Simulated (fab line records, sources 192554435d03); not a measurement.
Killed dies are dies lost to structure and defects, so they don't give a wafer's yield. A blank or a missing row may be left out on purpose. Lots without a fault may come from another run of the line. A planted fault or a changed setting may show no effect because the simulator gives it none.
fab line records | flow n5_finfet | part 2 of 2: steps 28 to 32 of 32
record lots=5 wafers=15 last_day=15
route steps=1938 shown BEOL_M7@1321 BEOL_M8@1332
lots that met no fault: from a run of the same line without faults
start_h: hours from the record's first day to the start of the lot's first wafer shown | wait_h: hours since the lot's step before | " the same as in the row above | L1.1+2: a row that stands for several wafers | - no value, or no start given | * or withheld: withheld | < > ~ a bound
route shown NAME@n: a module of which the file shows steps, and the number in the route of the first | usual: mean/standard deviation of fault-free wafers | same: alike in all rows | chamber/n: place in a boat | sites: the reading at each site | _std_site: their standard deviation | _edge_site: outer sites' mean less inner sites' | radius_mm: how far each site lies from the wafer's centre | mask NAME#n: copy n | behind: the tool/chamber that last shaped the wafer | hold: why the lot was held/for how many hours/how that ended | device: the transistor (n, p or np) that didn't switch | end of line: the same wafers' tests at the end of the route | a step without rows: its recipe alone | killed: dies lost to structure and defects at the first sort, not the wafer's yield | map: a wafer's dies, x killed, . not, _ none there
set.NAME: the setting as run; set.NAME@STEP: as run at that earlier step | model.NAME: the simulator's own value behind a step, which no gauge read
lots at some steps of the route; a table a step, a row a wafer
services: from which hour (start_h, from the record's first day; less than 0 if before it) a tool's chamber was out of use, for how many hours, and why
## steps
# step N5_BEOL_M8_DESCUM_16
# recipe chemistry=O2 time_s=7.9 source_power_w=50 bias_power_w=20 pressure_mtorr=20 rf_frequency_hz=2.712e+07 temp_c=40 resist=CAR-ArF o2_flow_sccm=225
# usual drypump_motor_current_A=5.7/0.48 oes_product_au=0.82/0.078 rf_vpp_V=243.0/1.5 showerhead_plenum_p_Torr=2.09/0.08 temp_c=40.01/0.12 throttle_valve_pct=20.41/0.27
# columns lot.wafer tool chamber start_h wait_h drypump_motor_current_A oes_product_au rf_hours_counter_h rf_vpp_V showerhead_plenum_p_Torr temp_c throttle_valve_pct
L080.1 rie_diel-01 1 228.74 1.4 5.0 0.70 195 241.6 2.02 39.84 21.10
L080.3 " 0 " " 4.7 0.72 221 242.1 2.05 40.03 20.22
L080.6 " 1 " " 5.0 0.71 - 241.1 2.02 40.02 21.12
L083.1 rie_diel-01 3 237.10 0.0 5.4 0.86 55 242.3 2.02 40.19 20.23
L083.3 " 2 " " 6.2 0.91 28 244.1 2.12 40.03 20.24
L083.5 " 3 " " 5.4 0.86 - 240.8 2.02 40.20 20.21
L082.2 rie_diel-02 2 246.30 0.1 5.8 0.85 47 243.5 2.13 40.04 20.33
L082.3 " 1 " " 6.3 0.76 175 241.2 2.02 40.04 20.34
L082.5 " 0 " " 5.5 0.86 - 246.1 2.22 40.02 20.42
L087.3 rie_diel-06 2 272.75 0.0 5.5 0.69 238 244.5 2.15 40.10 20.94
L087.4 " 0 " " 5.7 0.81 87 244.5 2.21 40.00 20.27
L087.6 " 3 " " 5.5 0.78 - 243.0 2.01 40.17 20.52
L090.1 rie_diel-06 3 294.04 0.0 5.6 0.78 127 242.1 2.00 40.06 20.52
L090.3 " 1 " " 6.3 0.87 52 240.9 2.04 39.92 20.18
L090.4 " 2 " " 5.6 0.68 244 244.1 2.15 39.91 20.94
# step N5_BEOL_M8_ETCH_61
# recipe chemistry=CF4 target=SiARC target_depth_a=455 mask_material=CAR-ArF time_s=75.8 ion_energy_ev=80 pressure_mtorr=40 source_w=545 bias_w=36 Ar_flow_sccm=100 cf4_flow_sccm=100 ends=cleared
# usual drypump_motor_current_A=5.7/0.48 etch_rf_on_time_s=74.4/1.8 mfc_ar_sccm=100.02/0.26 oes_product_au=0.70/0.066 rf_vpp_V=184.0/1.2 showerhead_plenum_p_Torr=2.14/0.077 throttle_valve_pct=15.59/0.2
# columns lot.wafer tool chamber start_h wait_h drypump_motor_current_A etch_rf_on_time_s mfc_ar_sccm oes_product_au rf_hours_counter_h rf_vpp_V showerhead_plenum_p_Torr throttle_valve_pct
L080.1 rie_diel-01 1 228.77 0.0 5.0 76.3 99.84 0.61 195 182.5 2.04 16.04
L080.3 " 0 " " 4.7 76.9 99.83 0.61 221 183.7 2.11 15.61
L080.6 " 1 " " 5.0 77.1 99.88 0.61 - 182.9 2.04 16.04
L083.1 rie_diel-01 3 237.13 0.0 5.4 76.4 99.81 0.73 55 183.0 2.09 15.41
L083.3 " 2 " " 6.2 75.3 100.00 0.77 28 183.2 2.19 15.49
L083.5 " 3 " " 5.4 76.1 99.96 0.74 - 183.5 2.09 15.43
L082.2 rie_diel-02 2 246.33 0.0 5.8 74.0 99.77 0.73 47 184.9 2.19 15.52
L082.3 " 1 " " 6.3 76.1 100.43 0.64 175 181.7 2.07 15.54
L082.5 " 0 " " 5.5 73.4 100.35 0.73 - 185.3 2.27 15.53
L087.3 rie_diel-06 2 272.79 0.0 5.5 74.9 99.86 0.59 238 184.4 2.19 16.05
L087.4 " 0 " " 5.7 72.7 99.86 0.71 87 184.6 2.25 15.46
L087.6 " 3 " " 5.6 71.8 99.75 0.67 - 183.8 2.06 15.70
L090.1 rie_diel-06 3 294.07 0.0 5.6 71.5 100.50 0.68 127 182.0 2.06 15.71
L090.3 " 1 " " 6.3 71.6 100.24 0.75 52 183.2 2.09 15.39
L090.4 " 2 " " 5.6 74.5 99.62 0.59 244 184.5 2.18 16.08
# step N5_BEOL_M8_ETCH_62
# recipe chemistry=N2/H2 target=SOC target_depth_a=1100 overetch_a=220 mask_material=SiARC temp_c=40 time_s=165 ion_energy_ev=200 pressure_mtorr=30 source_w=840 bias_w=150 n2_flow_sccm=200 h2_flow_sccm=200
# usual drypump_motor_current_A=5.7/0.48 oes_product_au=0.69/0.063 rf_vpp_V=523.6/2.7 showerhead_plenum_p_Torr=2.54/0.095 temp_c=40.00/0.11 throttle_valve_pct=17.81/0.28
# columns lot.wafer tool chamber start_h wait_h drypump_motor_current_A oes_product_au rf_hours_counter_h rf_vpp_V showerhead_plenum_p_Torr temp_c throttle_valve_pct
L080.1 rie_diel-01 1 228.83 0.0 5.0 0.62 196 520.2 2.44 39.90 18.44
L080.3 " 0 " " 4.7 0.61 221 523.8 2.52 39.92 17.82
L080.6 " 1 " " 5.0 0.61 - 520.7 2.44 39.88 18.43
L083.1 rie_diel-01 3 237.19 0.0 5.4 0.73 55 521.6 2.45 39.99 17.66
L083.3 " 2 " " 6.2 0.76 28 526.4 2.59 40.04 17.66
L083.5 " 3 " " 5.4 0.73 - 521.5 2.45 40.05 17.64
L082.2 rie_diel-02 2 246.39 0.0 5.8 0.71 47 524.6 2.60 40.16 17.81
L082.3 " 1 " " 6.4 0.64 175 520.8 2.44 39.98 17.66
L082.5 " 0 " " 5.5 0.72 - 528.5 2.69 39.79 17.83
L087.3 rie_diel-06 2 272.84 0.0 5.5 0.59 238 525.7 2.62 39.91 18.43
L087.4 " 0 " " 5.8 0.68 87 526.5 2.68 39.87 17.61
L087.6 " 3 " " 5.6 0.65 - 520.3 2.45 40.16 17.98
L090.1 rie_diel-06 3 294.13 0.0 5.6 0.65 127 520.5 2.45 39.96 17.97
L090.3 " 1 " " 6.2 0.73 52 522.5 2.47 39.91 17.47
L090.4 " 2 " " 5.5 0.58 244 525.7 2.61 39.92 18.42
# step N5_BEOL_M8_STRIP_68
# recipe chemistry=N2/H2 temp_c=40 n2_flow_sccm=200 h2_flow_sccm=200 rf_frequency_hz=6e+07
# columns lot.wafer tool chamber start_h wait_h
L080.1+3+6 rie_diel-01 1,0,1 228.96 0.1
L083.1+3+5 rie_diel-01 3,2,3 237.32 0.1
L082.2+3+5 rie_diel-02 2,1,0 246.53 0.1
L087.3+4+6 rie_diel-06 2,0,3 272.98 0.1
L090.1+3+4 rie_diel-06 3,1,2 294.27 0.1
# step N5_BEOL_M8_STRIP_67
# recipe chemistry=CF4 resist=SiARC power_w=300 bias_power_w=75 pressure_mtorr=50 cf4_flow_sccm=150 rf_frequency_hz=6e+07
# usual drypump_motor_current_A=5.7/0.48 oes_product_au=0.81/0.073 rf_vpp_V=271.0/1.6 showerhead_plenum_p_Torr=1.79/0.061 throttle_valve_pct=13.55/0.21
# columns lot.wafer tool chamber start_h wait_h drypump_motor_current_A oes_product_au rf_hours_counter_h rf_vpp_V showerhead_plenum_p_Torr throttle_valve_pct
L080.1 rie_diel-01 1 228.97 0.0 5.0 0.72 196 270.3 1.70 13.97
L080.3 " 0 " " 4.7 0.72 221 269.1 1.77 13.66
L080.6 " 1 " " 5.0 0.72 - 269.1 1.70 13.95
L083.1 rie_diel-01 3 237.33 0.0 5.3 0.86 55 269.6 1.75 13.36
L083.3 " 2 " " 6.2 0.89 28 272.8 1.83 13.39
L083.5 " 3 " " 5.3 0.86 - 270.5 1.76 13.38
L082.2 rie_diel-02 2 246.54 0.0 5.8 0.85 47 272.4 1.83 13.46
L082.3 " 1 " " 6.3 0.76 175 270.7 1.73 13.53
L082.5 " 0 " " 5.5 0.85 - 273.2 1.89 13.45
L087.3 rie_diel-06 2 272.99 0.0 5.6 0.69 238 271.8 1.82 14.02
L087.4 " 0 " " 5.7 0.80 87 271.1 1.87 13.36
L087.6 " 3 " " 5.6 0.76 - 268.2 1.72 13.65
L090.1 rie_diel-06 3 294.28 0.0 5.6 0.76 127 269.2 1.72 13.65
L090.3 " 1 " " 6.2 0.86 52 271.2 1.76 13.40
L090.4 " 2 " " 5.5 0.68 244 271.1 1.82 14.05
## services
# columns tool chamber start_h hours kind
arfi_scanner-01 - 200.52 23.0 repair
cmp-03 - 203.68 0.3 repair
ecd_cu-01 - 204.71 3.2 repair
ecd_cu-02 - 209.48 5.5 repair
cmp-02 - 212.38 0.3 repair
rie_diel-06 - 215.62 15.6 pm
arfi_scanner-02 - 221.81 4.8 pm
ecd_cu-01 - 232.59 3.9 pm
rie_diel-02 2 235.45 2.4 repair
cmp-03 - 240.60 4.1 repair
ecd_cu-01 - 242.71 0.5 repair
rie_diel-01 3 246.14 18.9 repair
cmp-03 - 253.55 4.0 pm
arfi_scanner-02 - 255.80 1.0 pm
uv_cure-03 - 258.84 0.5 repair
cmp-03 - 274.21 0.6 repair
pecvd-01 0 275.08 15.7 repair
arfi_scanner-02 - 277.70 1.0 pm
ecd_cu-02 - 287.44 1.0 repair
pvd_sputter-02 - 288.44 40.3 repair
pecvd-01 0 291.87 11.2 repair
arfi_scanner-02 - 292.30 4.9 pm
cmp-03 - 294.05 3.7 repair
cvd_co-01 1 294.20 6.8 repair
